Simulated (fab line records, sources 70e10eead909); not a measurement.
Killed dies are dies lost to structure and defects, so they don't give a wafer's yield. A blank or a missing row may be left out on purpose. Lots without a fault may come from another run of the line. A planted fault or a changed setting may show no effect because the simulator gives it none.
Chamber matching | flow nand_harc | NHARC_A_CHANNEL_FILL_D1_ETCHBACK_20 on rie_diel-11: 4 sister chambers
The step etches the open film in C4F8/O2/Ar, target depth 27 nm, time 13.5 s. 4 wafers are shown with their chamber, then 9 later ones without.

WAFERS WITH THEIR CHAMBER
wafer  | chamber | rf_vpp_V (V)
L088.3 | 0       | 969
L085.1 | 3       | 988
L085.4 | 2       | 972
L085.6 | 1       | 980

WAFERS WITHOUT THEIR CHAMBER
wafer  | rf_vpp_V (V)
L090.4 | 978
L090.5 | 969
L090.6 | 980
L091.1 | 970
L091.3 | 981
L091.4 | 986
L097.1 | 972
L097.2 | 979
L097.4 | 970

WHICH CHAMBER EACH WENT THROUGH
wafer  | from the rows above     | in truth
L090.4 | 1                       | 1
L090.5 | 0                       | 0
L090.6 | 1                       | 1
L091.1 | can't be placed: 0 or 2 | 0
L091.3 | 1                       | 1
L091.4 | 3                       | 3
L097.1 | 2                       | 2
L097.2 | 1                       | 1
L097.4 | can't be placed: 0 or 2 | 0
Placed correctly: 7 of 9. Can't be placed from these rows: 2 (the true chamber is among the candidates in 2). Placed wrongly: 0.
How it was worked out, from the rows above alone: a wafer's distance from a chamber is the root of the sum, over the readings, of the square of ((its reading less the chamber's mean) divided by the reading's scatter). The wafer belongs to the nearest chamber; if the next one is less than 2 further off, it can't be placed. A chamber's mean is the mean of its shown wafers. The scatter: with one shown wafer a chamber, the root of the mean of the squares of how far each hidden wafer lies from its nearest shown one.
